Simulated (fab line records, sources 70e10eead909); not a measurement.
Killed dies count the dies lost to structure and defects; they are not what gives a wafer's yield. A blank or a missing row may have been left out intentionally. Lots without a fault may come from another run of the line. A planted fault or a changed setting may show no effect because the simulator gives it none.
Struck lot and sound lot, side by side ; flow nand harc ; 15 out of 1302 route steps
Sound: wafers L293.2, L293.3, L293.6. Struck: wafer L299.6 (L299.3, L299.5, from the same lot, were not struck and are left out); the cause is given at the end.
Each step with rows lists, per side, the tool, then ch with its chambers, then its first start. Under that, the readings that differ: sound wafers ; struck wafers ; difference of the means ; sigmas: that difference in standard deviations of wafers without a fault.
alike: a reading whose means differ by less than 2 such deviations, as well as words and numbers matching on both sides. not compared: withheld readings; readings where some wafer has no value; bounds like >300 that might hide an equal value; numbers whose values overlap and for which the record gives no deviation.
A row with sigmas, a row that says differs or no value, or rows on one side alone: a step with any of these is where the two part. When numbers do not overlap yet have no deviation, they are printed without sigmas and do not part them. A reading missing from all wafers of one side parts the sides only when that side holds two or more wafers.

first, 7 steps without rows for these wafers: NHARC_A_CHANNEL_HOLE_D1_COAT_37 (time 65 s); NHARC_A_CHANNEL_HOLE_D1_COAT_04 (resist thk 90 nm); NHARC_A_CHANNEL_HOLE_D1_SOFTBAKE_05 (time 55 s); NHARC_A_CHANNEL_HOLE_D1_EBR_06; NHARC_A_CHANNEL_HOLE_D1_EXPOSE_07 (exposes mask HOLE D1, target cd 100 nm); NHARC_A_CHANNEL_HOLE_D1_PEB_08 (peb time 65 s); NHARC_A_CHANNEL_HOLE_D1_DEVELOP_09 (develop time 35 s).
NHARC_A_CHANNEL_HOLE_D1_CD_MEAS_10: the cd target is 100 nm.
  sound on cd sem-03 ch 0, day 10 11:46; struck on cd sem-02 ch 0, day 13 14:53
reading;sound;struck;difference;sigmas
cd nm (nm);98.6 99.6 99.1;101.0;+1.9;+3
NHARC_A_CHANNEL_HOLE_D1_OVL_MEAS_11:
  sound: overlay-01 at day 10 11:51; struck: overlay-01 at day 13 14:58
  alike: overlay x nm, overlay y nm
NHARC_A_CHANNEL_HOLE_D1_INSPECT_12:
  sound: defect inspect-01 at day 10 11:53; struck: defect inspect-02 at day 13 15:01
  alike: raw defect count
NHARC_A_CHANNEL_HOLE_D1_DESCUM_15: chemistry O2, time 3 s.
  sound on rie diel-05 ch 1,2, day 10 11:58; struck on rie diel-05 ch 3, day 13 15:04
  alike: drypump motor current A, oes product au, rf vpp V, showerhead plenum p Torr, throttle valve pct
  not compared: rf hours counter h
NHARC_A_CHANNEL_HOLE_D1_ETCH_38: etches the open film in CF4, target depth 39 nm, time 65 s.
  sound on rie diel-05 ch 0,3, day 10 12:02; struck on rie diel-05 ch 2, day 13 15:10
reading;sound;struck;difference;sigmas
drypump motor current A (A);5.3 5.2 5.2;6.3;+1.1;+3
  alike: oes product au, rf vpp V, showerhead plenum p Torr, throttle valve pct
  not compared: rf hours counter h
NHARC_A_CHANNEL_HOLE_D1_ETCH_39: etches the open film in N2/H2, target depth 260 nm, time 325 s.
  sound on rie diel-05 ch 0,2,3, day 10 12:09; struck on rie diel-05 ch 0, day 13 15:15
reading;sound;struck;difference;sigmas
oes product au (a.u.);0.997 0.963 0.995;0.872;-0.113;-9
  alike: drypump motor current A, h2 flow sccm, rf vpp V, showerhead plenum p Torr, throttle valve pct
  not compared: rf hours counter h
NHARC_A_CHANNEL_HOLE_D1_ETCH_34: etches the open film in CF4/CHF3, target depth 154 nm, time 77 s.
  sound on rie diel-05 ch 0,2,3; struck on rie diel-05 ch 3
  alike: drypump motor current A, oes product au, rf vpp V, showerhead plenum p Torr, throttle valve pct
  not compared: rf hours counter h
-- record jumps: 16 days between struck wafers' starts before vs after; left off in module A_CHANNEL_HOLE_D1, resumes in module END, first step shown is number 1302 of the route --
NHARC_END_SORT_01:
  sound on prober-01 ch 0, day 27 08:25; struck on prober-01 ch 0, day 29 13:21
  alike: killed at array, killed at other, killed at periphery, killed dies, killed open, killed short

## WHERE THEY PART
At NHARC_A_CHANNEL_HOLE_D1_CD_MEAS_10 first; at NHARC_A_CHANNEL_HOLE_D1_ETCH_39 last (within this record only). Later steps at which nothing parts them and some readings are alike: NHARC_A_CHANNEL_HOLE_D1_ETCH_34, NHARC_END_SORT_01.

WHY: whatever the simulator had introduced
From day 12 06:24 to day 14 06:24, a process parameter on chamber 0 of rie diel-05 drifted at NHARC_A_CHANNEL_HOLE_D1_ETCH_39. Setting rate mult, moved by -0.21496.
